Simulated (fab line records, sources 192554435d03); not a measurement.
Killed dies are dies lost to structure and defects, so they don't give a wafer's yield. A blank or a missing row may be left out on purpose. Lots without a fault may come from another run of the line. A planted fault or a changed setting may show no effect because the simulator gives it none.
One fault seen from 2 desks | flow n5_finfet | each desk has only its own numbers; what lay behind them comes last

THE TOOL OWNER'S DESK: pecvd-04
The tool's own readings at N5_BEOL_M11_PECVD_70 (deposits SiO2 from TEOS/O2, target thk 20 nm, time 22.7 s): means of the sampled wafers that have a number, for each lot that ran on this tool. A lot is out of limits, marked OUT, if its mean lies more than 4 standard deviations from the usual mean; the brackets give that distance.
Columns: A = heater_power_w at N5_BEOL_M11_PECVD_70, usual 766 W; B = rf_fwd_power_W at N5_BEOL_M11_PECVD_70, usual 446.0 W; C = showerhead_plenum_p_Torr at N5_BEOL_M11_PECVD_70, usual 8.78 Torr; D = throttle_valve_pct at N5_BEOL_M11_PECVD_70, usual 22.4 %
lot  | first seen here | A   | B     | C    | D
L783 | day 11 11:11    | 797 | 445.1 | 8.77 | 23.5
L788 | day 14 08:47    | 898 | 443.6 | 8.77 | 23.4
L793 | day 15 23:33    | 854 | 443.8 | 8.75 | 23.4
This desk's finding: nothing out of limits on any of the 3 lots.

THE METROLOGY DESK
What the gauges read, lot by lot, whatever tool the lot ran on: means of the sampled wafers that have a number. A lot is out of limits, marked OUT, if its mean lies more than 4 standard deviations from the usual mean; the brackets give that distance.
Columns: A = MIM_TOP_OVL at N5_MIM_TOP_LITHO_OVL_MEAS_11, usual 1 nm
lot  | first seen here | A
L782 | day 12 18:10    | 4
L783 | day 12 18:20    | -2
L785 | day 15 00:00    | 5
L788 | day 16 01:34    | 0
L787 | day 16 02:25    | 2
L793 | day 17 10:45    | 4
L799 | day 18 23:44    | -1
L801 | day 19 14:16    | -0
L804 | day 19 15:08    | -4
L802 | day 19 15:25    | 3
This desk's finding: nothing out of limits on any of the 10 lots.

PUT TOGETHER
The tool owner's desk saw nothing out of limits.
The metrology desk saw nothing out of limits.

WHAT THE SIMULATOR HAD PUT IN
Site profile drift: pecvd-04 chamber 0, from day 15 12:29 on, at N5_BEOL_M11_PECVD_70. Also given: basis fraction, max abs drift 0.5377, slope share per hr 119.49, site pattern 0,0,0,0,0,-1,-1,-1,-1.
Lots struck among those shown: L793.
